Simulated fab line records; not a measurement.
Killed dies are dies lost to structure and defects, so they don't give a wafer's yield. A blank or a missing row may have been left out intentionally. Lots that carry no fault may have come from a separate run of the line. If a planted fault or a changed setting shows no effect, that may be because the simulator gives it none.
fab line records	flow nandHarc	part 2 of 2: steps 5 to 6 of 6
[record] lots = 23	wafers = 69	lastDay = 34
route steps=1302 shown A_STAIRCASE@669
lots with no fault: from the same line, run without faults
startH: hours from the record's opening day to when the first of the lot's shown wafers began	waitH: hours from the lot's prior step to this one	" repeats the value in the row above	L1.1+2: a row that stands for several wafers	- either no value or no given start	* or withheld: withheld	< > ~ a bound
route shown NAME@n: a module of which the file shows steps, and the number in the route of the first	usual: mean/standard deviation taken from wafers without a fault	same: alike in all rows	chamber/n: place in a boat	sites: the reading at each site	_std_site: standard deviation of those values	_edge_site: inner sites' mean taken away from outer sites' mean	radiusMm: for every site, how far away it sits from the centre of the wafer	mask NAME#n: copy n	behind: tool/chamber where the wafer was last shaped	hold: reason for holding the lot/hours on hold/outcome of the hold	device: the n, p or np transistor that did not switch	end of line: at the end of the route, the tests of the same wafers	step lacking rows: just its recipe	killed: not the wafer's yield, but the dies lost to structure and defects at the first sort	map: shows each die of a wafer: x if killed, . if not, _ if none is there
set.NAME: the run value of the setting; set.NAME@STEP: its run value at that earlier step	model.NAME: the simulator's own value behind a step, which no gauge read
one table for each step of the route and one row for each wafer, over a sample of lots
services: a tool's chamber out of use, with start hour (startH, from the record's first day; less than 0 if before it), hours out, and reason
[[steps]]
[step NHARC_A_STAIRCASE_ETCH_197]
[recipe] targetDepthA = 1000	timeS = 40.5	ionEnergyEv = 400	c4f8FlowSccm = 20	o2FlowSccm = 10	arFlowSccm = withheld	rfW = 600	biasW = 1000	chemistry = C4F8/O2
[usual] oesProductAu = 0.949/0.014	rfFwdPowerW = 592.8/2.5	rfVppV = 897/5.2
[same] timeS = 40.5
lot.wafer	tool	chamber	startH	waitH	oesProductAu	rfFwdPowerW	rfHoursCounterH	rfVppV
L074.3	rieDiel-04	2	-	-	0.963	594.5	54	900
L074.6	"	1	"	"	0.969	592.5	-	886
L074.5	"	2	"	"	0.953	594.1	-	900
L076.3	rieDiel-04	0	-	-	0.943	595.8	3	891
L076.2	"	1	"	"	0.935	590.6	3	887
L076.6	"	3	"	"	0.947	592.6	-	901
L077.2	rieDiel-11	0	-	-	0.925	588.5	43	900
L077.5	"	3	"	"	0.939	589.0	-	896
L077.6	"	0	"	"	0.935	587.3	-	899
L078.1	rieDiel-04	3	-	-	0.936	595.7	13	905
L078.6	"	0	"	"	0.931	594.1	-	890
L078.4	"	3	"	"	0.934	594.5	-	903
L079.3	rieDiel-11	2	-	-	0.989	592.7	40	899
L079.1	"	3	"	"	0.972	592.9	47	895
L079.5	"	2	"	"	0.969	594.6	-	899
L080.3	rieDiel-04	2	-	-	0.937	593.2	23	899
L080.1	"	3	"	"	0.943	596.5	21	904
L080.2	"	1	"	"	0.936	589.0	18	887
L081.3	rieDiel-04	0	-	-	0.963	594.2	20	891
L081.1	"	1	"	"	0.943	592.1	21	886
L081.6	"	3	"	"	0.948	593.5	-	902
L082.2	rieDiel-11	1	-	-	0.945	593.3	50	899
L082.4	"	2	"	"	0.943	595.2	48	900
L082.6	"	1	"	"	0.951	594.1	-	902
L083.4	rieDiel-12	1	-	-	0.966	594.6	57	899
L083.2	"	0	"	"	0.962	595.4	55	894
L083.5	"	1	"	"	0.971	595.7	-	898
L084.2	rieDiel-04	0	-	-	0.976	593.3	33	890
L084.1	"	2	"	"	0.956	592.4	37	898
L084.4	"	0	"	"	0.965	594.3	-	892
L085.2	rieDiel-12	2	-	-	0.941	588.8	3	900
L085.3	"	3	"	"	0.933	589.7	3	891
L085.4	"	0	"	"	0.944	593.4	3	892
L086.2	rieDiel-04	3	-	-	0.951	596.6	39	904
L086.5	"	3	"	"	0.944	596.1	-	902
L086.4	"	0	"	"	0.948	595.1	-	890
L087.2	rieDiel-12	0	-	-	0.977	592.1	13	892
L087.1	"	1	"	"	0.974	591.2	10	898
L087.3	"	2	"	"	0.946	589.8	14	900
L089.2	rieDiel-04	3	500.73	0.3	0.941	595.0	49	904
L089.1	"	2	"	"	0.941	592.3	49	898
L089.5	"	2	"	"	0.935	592.9	-	899
L088.1	rieDiel-04	3	-	-	0.943	596.4	58	902
L088.3	"	0	"	"	0.940	592.0	47	891
L088.2	"	2	"	"	0.949	588.7	58	900
L091.1	rieDiel-04	2	-	-	0.947	590.7	64	899
L091.3	"	0	"	"	0.966	592.7	51	890
L091.5	"	1	"	"	0.970	590.1	-	888
L090.2	rieDiel-11	1	-	-	0.933	595.0	36	899
L090.5	"	1	"	"	0.938	593.4	-	900
L090.6	"	2	"	"	0.962	593.8	-	897
L093.3	rieDiel-12	2	-	-	0.928	591.1	24	899
L093.2	"	0	"	"	0.930	591.4	25	893
L093.5	"	1	"	"	0.948	593.0	-	898
L092.4	rieDiel-12	1	-	-	0.928	594.2	23	898
L092.1	"	2	"	"	0.929	590.9	25	898
L092.6	"	0	"	"	0.945	595.1	-	893
L094.4	rieDiel-04	0	-	-	0.935	591.3	2	892
L094.3	"	2	"	"	0.950	593.8	2	898
L094.6	"	1	"	"	0.948	587.9	-	906
L095.4	rieDiel-04	2	-	-	0.958	590.6	4	898
L095.1	"	0	"	"	0.963	598.3	4	891
L095.5	"	3	"	"	0.960	593.7	-	902
L097.3	rieDiel-12	2	-	-	0.966	591.9	37	899
L097.4	"	0	"	"	0.963	591.7	40	891
L097.6	"	2	"	"	0.961	589.2	-	900
L096.3	rieDiel-04	2	-	-	0.929	592.3	21	899
L096.2	"	3	"	"	0.942	594.4	18	902
L096.6	"	1	"	"	0.948	592.0	-	907
[step NHARC_A_STAIRCASE_TRIM_200]
[recipe] timeS = 211.2	o2FlowSccm = 500	arFlowSccm = 0	biasW = 0	chemistry = O2
[usual] drypumpMotorCurrentA = 5.9/0.48	oesProductAu = 0.998/0.0076	rfVppV = 57.9/0.9	showerheadPlenumPTorr = 3.56/0.14	throttleValvePct = 17.037/0.0085
[same] timeS = 211.2
lot.wafer	tool	chamber	startH	waitH	drypumpMotorCurrentA	oesProductAu	rfHoursCounterH	rfVppV	showerheadPlenumPTorr	throttleValvePct
L074.3	rieDiel-04	3	-	-	6.0	0.997	58	59.0	3.74	17.048
L074.6	"	3	"	"	6.0	1.006	-	57.8	3.74	17.045
L074.5	"	0	"	"	5.3	1.000	-	57.3	3.41	17.040
L076.2	rieDiel-04	3	-	-	6.0	0.992	4	58.6	3.74	17.039
L076.3	"	2	"	"	6.2	0.988	3	59.5	3.63	17.029
L076.6	"	0	"	"	5.3	1.003	-	57.3	3.40	17.034
L077.2	rieDiel-11	2	-	-	6.1	1.009	33	57.3	3.62	17.047
L077.5	"	3	"	"	5.0	0.990	-	56.9	3.50	17.042
L077.6	"	0	"	"	6.3	1.004	-	58.8	3.64	17.016
L078.1	rieDiel-04	2	-	-	6.2	0.993	15	59.2	3.63	17.034
L078.4	"	0	"	"	5.3	1.009	-	56.4	3.40	17.034
L078.6	"	2	"	"	6.2	1.005	-	58.4	3.63	17.040
L079.3	rieDiel-11	0	-	-	6.3	0.994	48	58.3	3.64	17.029
L079.1	"	1	"	"	6.2	0.997	42	58.0	3.67	17.032
L079.5	"	0	"	"	6.3	0.990	-	57.9	3.64	17.034
L080.2	rieDiel-04	3	-	-	6.0	0.991	21	58.8	3.73	17.032
L080.1	"	1	"	"	6.6	0.994	18	59.3	3.28	17.030
L080.3	"	2	"	"	6.2	0.986	23	58.7	3.62	17.022
L081.3	rieDiel-04	2	-	-	6.3	0.992	26	58.3	3.62	17.032
L081.1	"	0	"	"	5.3	1.000	20	57.0	3.40	17.052
L081.6	"	2	"	"	6.3	0.987	-	58.6	3.62	17.024
L082.4	rieDiel-11	0	-	-	6.3	1.008	56	58.0	3.63	17.029
L082.2	"	1	"	"	6.2	1.000	50	57.5	3.67	17.033
L082.6	"	1	"	"	6.2	0.996	-	58.1	3.67	17.045
L083.4	rieDiel-12	3	-	-	6.1	1.007	53	56.1	3.43	17.041
L083.2	"	0	"	"	5.0	1.012	56	56.6	3.44	17.036
L083.5	"	3	"	"	6.1	0.992	-	58.2	3.43	17.033
L084.2	rieDiel-04	0	-	-	5.3	1.015	33	59.1	3.39	17.022
L084.1	"	3	"	"	6.0	1.007	38	58.8	3.72	17.031
L084.4	"	0	"	"	5.2	1.000	-	58.0	3.39	17.020
L085.3	rieDiel-12	2	-	-	5.4	0.983	3	57.4	3.62	17.057
L085.4	"	0	"	"	5.0	1.003	3	57.8	3.43	17.025
L085.2	"	1	"	"	5.5	0.988	3	56.5	3.59	17.038
L086.2	rieDiel-04	0	-	-	5.3	1.005	35	58.8	3.39	17.043
L086.4	"	2	"	"	6.2	0.993	-	58.6	3.61	17.022
L086.5	"	0	"	"	5.3	1.004	-	57.1	3.39	17.030
L087.3	rieDiel-12	1	-	-	5.5	0.995	10	56.9	3.59	17.023
L087.2	"	2	"	"	5.5	0.994	14	58.0	3.61	17.036
L087.1	"	0	"	"	5.0	0.988	13	57.1	3.43	17.042
L089.2	rieDiel-04	2	-	-	6.2	0.993	49	57.9	3.61	17.048
L089.1	"	3	"	"	6.0	1.002	50	57.4	3.71	17.042
L089.5	"	2	"	"	6.2	0.997	-	56.6	3.61	17.041
L088.1	rieDiel-04	2	-	-	6.2	0.987	58	57.4	3.60	17.027
L088.3	"	3	"	"	6.0	1.000	58	59.3	3.71	17.023
L088.2	"	0	"	"	5.2	0.993	48	55.8	3.38	17.032
L091.1	rieDiel-04	3	-	-	6.0	1.001	64	59.6	3.71	17.042
L091.3	"	0	"	"	5.3	0.999	51	57.7	3.38	17.033
L091.5	"	3	"	"	6.0	1.003	-	59.1	3.71	17.025
L090.2	rieDiel-11	3	-	-	5.0	1.007	33	59.0	3.47	17.049
L090.6	"	1	"	"	6.2	0.992	-	58.5	3.65	17.043
L090.5	"	2	"	"	6.1	1.013	-	57.3	3.59	17.048
L093.2	rieDiel-12	0	-	-	5.0	0.999	26	58.6	3.42	17.021
L093.3	"	2	"	"	5.4	0.992	24	57.6	3.61	17.027
L093.5	"	3	"	"	6.1	0.992	-	57.0	3.41	17.022
L092.4	rieDiel-12	2	-	-	5.4	0.994	26	58.9	3.61	17.034
L092.1	"	0	"	"	5.0	1.006	27	56.9	3.42	17.023
L092.6	"	2	"	"	5.4	0.990	-	58.7	3.61	17.045
L094.4	rieDiel-04	0	-	-	5.3	0.994	2	57.9	3.38	17.042
L094.3	"	3	"	"	6.0	0.999	2	57.7	3.70	17.042
L094.6	"	0	"	"	5.3	0.998	-	57.4	3.38	17.048
L095.1	rieDiel-04	3	-	-	6.0	1.002	4	58.7	3.70	17.049
L095.4	"	0	"	"	5.3	0.986	4	58.8	3.38	17.044
L095.5	"	2	"	"	6.2	0.987	-	58.6	3.59	17.042
L097.3	rieDiel-12	3	-	-	6.1	1.003	38	58.0	3.40	17.045
L097.4	"	0	"	"	5.0	0.999	40	56.1	3.41	17.046
L097.6	"	2	"	"	5.4	0.995	-	57.9	3.60	17.044
L096.3	rieDiel-04	2	-	-	6.2	0.999	21	57.9	3.59	17.035
L096.2	"	3	"	"	6.0	1.005	18	58.5	3.69	17.055
L096.6	"	1	"	"	6.6	1.013	-	57.7	3.80	17.048
[[services]]
tool	chamber	startH	hours	kind
rieDiel-12	-	335.31	2.3	repair
rieDiel-04	0	337.25	-	clean
rieDiel-04	1	337.25	-	clean
rieDiel-04	2	337.25	-	clean
rieDiel-04	3	337.25	-	clean
plasmaAsher-01	-	342.00	9.0	pm
rieDiel-04	-	357.82	9.0	pm
rieDiel-04	0	357.82	9.0	ventCycle
rieDiel-04	1	395.52	5.5	repair
rieDiel-12	-	396.22	1.2	repair
rieDiel-04	1	411.04	2.2	repair
rieDiel-04	0	416.90	7.5	repair
plasmaAsher-01	-	418.69	3.2	repair
plasmaAsher-02	-	426.00	9.0	pm
rieDiel-12	-	445.50	9.0	pm
rieDiel-04	1	446.43	59.4	repair
rieDiel-11	2	488.06	1.5	repair
plasmaAsher-01	-	519.00	9.0	pm
rieDiel-04	-	534.82	9.0	pm
rieDiel-12	3	562.56	6.0	repair
rieDiel-11	3	579.65	3.0	repair
plasmaAsher-02	-	603.00	9.0	pm
rieDiel-11	-	609.54	9.0	pm
rieDiel-04	0	614.70	15.9	repair
